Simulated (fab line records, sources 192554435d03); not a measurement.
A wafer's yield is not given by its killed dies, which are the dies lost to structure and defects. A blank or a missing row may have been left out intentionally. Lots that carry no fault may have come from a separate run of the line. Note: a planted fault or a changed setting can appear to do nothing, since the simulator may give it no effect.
Matching of chambers | flow n5Finfet | N5_MOL_CONTACT_COAG_ETCH_91 on rieDiel-04 has 4 sister chambers
The step etches SOC in N2/H2, target depth 60 nm, overetch 21 nm, time 101.2 s. 8 wafers are shown with their chamber, then 8 later ones without.

== WAFERS, EACH WITH ITS CHAMBER ==
wafer  | chamber | showerheadPlenumPTorr (Torr) | throttleValvePct (%)
L074.1 | 2       | 2.43                         | 18.0
L074.6 | 1       | 2.62                         | 17.9
L077.5 | 1       | 2.62                         | 17.9
L083.4 | 3       | 2.40                         | 17.6
L085.2 | 0       | 2.55                         | 18.3
L085.3 | 2       | 2.42                         | 18.1
L085.4 | 0       | 2.55                         | 18.2
L086.1 | 3       | 2.39                         | 17.7

== WAFERS WITHOUT THEIR CHAMBER ==
wafer  | showerheadPlenumPTorr (Torr) | throttleValvePct (%)
L086.5 | 2.61                         | 17.5
L086.6 | 2.42                         | 18.0
L087.1 | 2.39                         | 17.7
L087.2 | 2.61                         | 17.5
L087.5 | 2.42                         | 18.1
L090.3 | 2.61                         | 17.5
L090.4 | 2.42                         | 18.1
L090.5 | 2.55                         | 18.3

== CHAMBER TAKEN BY EACH ==
wafer  | from the rows above | in truth
L086.5 | 1                   | 1
L086.6 | 2                   | 2
L087.1 | 3                   | 3
L087.2 | 1                   | 1
L087.5 | 2                   | 2
L090.3 | 1                   | 1
L090.4 | 2                   | 2
L090.5 | 0                   | 0
8 of 8 placed correctly. Not placeable from these rows: 0. Wrongly placed: 0.
How it was worked out, from the rows above alone: a wafer's distance from a chamber is the root of the sum, over the readings, of the square of ((its reading less the chamber's mean) divided by the reading's scatter). If the next closest chamber is less than 2 further off than the closest, the wafer can't be placed; otherwise it belongs to the closest. For every chamber, the mean is computed from those of its wafers that are shown. How the scatter is found: for the shown wafers, subtract from each reading the mean of its chamber, square and add these, divide the total by (wafers less chambers), then take the root.
